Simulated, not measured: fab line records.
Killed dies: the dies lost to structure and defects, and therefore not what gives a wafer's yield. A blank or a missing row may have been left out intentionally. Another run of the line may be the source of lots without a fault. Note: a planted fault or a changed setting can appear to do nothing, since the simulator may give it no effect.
Chamber matching | flow n5-finfet | N5_BEOL_M7_PECVD_70 on pecvd-02 has 3 sister chambers
The step deposits SiO2 from TEOS/O2, target thk 20 nm, time 22.7 s. 6 wafers are shown with their chamber, then 9 later ones without.

## WAFERS WITH THEIR CHAMBER
wafer  | chamber | showerhead-plenum-p-Torr (Torr) | throttle-valve-pct (%)
L085.6 | 2       | 8.69                            | 21.1
L087.4 | 0       | 8.67                            | 22.7
L087.5 | 1       | 8.87                            | 23.6
L091.3 | 1       | 8.87                            | 23.8
L091.4 | 0       | 8.68                            | 22.9
L091.6 | 2       | 8.69                            | 20.8

## WAFERS WITH NO CHAMBER GIVEN
wafer  | showerhead-plenum-p-Torr (Torr) | throttle-valve-pct (%)
L095.1 | 8.87                            | 23.6
L095.2 | 8.69                            | 21.0
L095.3 | 8.70                            | 22.9
L094.1 | 8.68                            | 22.9
L094.2 | 8.86                            | 24.0
L094.3 | 8.72                            | 21.1
L097.1 | 8.67                            | 23.0
L097.3 | 8.69                            | 22.9
L097.6 | 8.86                            | 23.9

## WHICH CHAMBER EACH WENT THROUGH
wafer  | from the rows above | in truth
L095.1 | 1                   | 1
L095.2 | 2                   | 2
L095.3 | 0                   | 0
L094.1 | 0                   | 0
L094.2 | 1                   | 1
L094.3 | 2                   | 2
L097.1 | 0                   | 0
L097.3 | 0                   | 0
L097.6 | 1                   | 1
Correct placement for 9 of the 9. Left unplaced by these rows: 0. Number placed wrongly: 0.
How it was worked out, from the rows above alone: a wafer's distance from a chamber is the root of the sum, over the readings, of the square of ((its reading less the chamber's mean) divided by the reading's scatter). If the next closest chamber is less than 2 further off than the closest, the wafer can't be placed; otherwise it belongs to the closest. For every chamber, the mean is computed from those of its wafers that are shown. How the scatter is found: for the shown wafers, subtract from each reading the mean of its chamber, square and add these, divide the total by (wafers less chambers), then take the root.
